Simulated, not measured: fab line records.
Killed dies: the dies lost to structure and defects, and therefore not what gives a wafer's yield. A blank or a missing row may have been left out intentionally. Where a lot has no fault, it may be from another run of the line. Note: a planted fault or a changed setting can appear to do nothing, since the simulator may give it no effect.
Which of the tools did it? ; flow n5 finfet ; route of 1938 steps, sampled at 1 step: 10 lots, 30 wafers

## WHAT EACH GAUGE READ, for each wafer
N5_BEOL_M6_RS_MEAS_57: uses a four-point probe to measure.
lot;measured;on;M6_RS (ohm/sq)
L075;day 9 05:48;film metro-01;0.286 0.288 0.280
L078;day 9 12:00;film metro-02;0.288 0.286 0.277
L079;day 10 09:11;film metro-02;0.294 0.298 0.289
L083;day 12 03:54;film metro-01;0.277 0.281 0.289
L084;day 12 04:10;film metro-02;0.288 0.285 0.283
L086;day 12 08:18;film metro-01;0.292 0.292 0.289
L088;day 13 00:16;film metro-01;0.288 0.275 0.276
L090;day 13 17:54;film metro-01;0.289 0.288 0.286
L093;day 14 04:37;film metro-02;0.288 0.291 0.289
L096;day 14 13:46;film metro-01;0.284 0.270 0.283

## TOOL THAT RAN EACH LOT (tool first, then ch and the chambers of the sampled wafers, then the start)
No process step before these readings appears in the record.

## THE ANSWER, worked out from the rows above alone
Rule: usual is defined by the lots themselves. Put in order of their means at a reading, lots are off if they are a third of the lots or fewer, leave a main group of 4 or more, and stand apart from it by a gap of 3 or more times the standard deviation of the main group's means; of several such gaps the widest counts. A main group is skipped when, at the precision printed for the reading in the tables above, its means are all equal. Also off: a lot with no number at a reading for which 4 or more lots have one. The other lots that the step has rows for count as sound.
Nothing can be told from this: no lot is off at any reading shown.

## WHAT WAS PUT IN BY THE SIMULATOR
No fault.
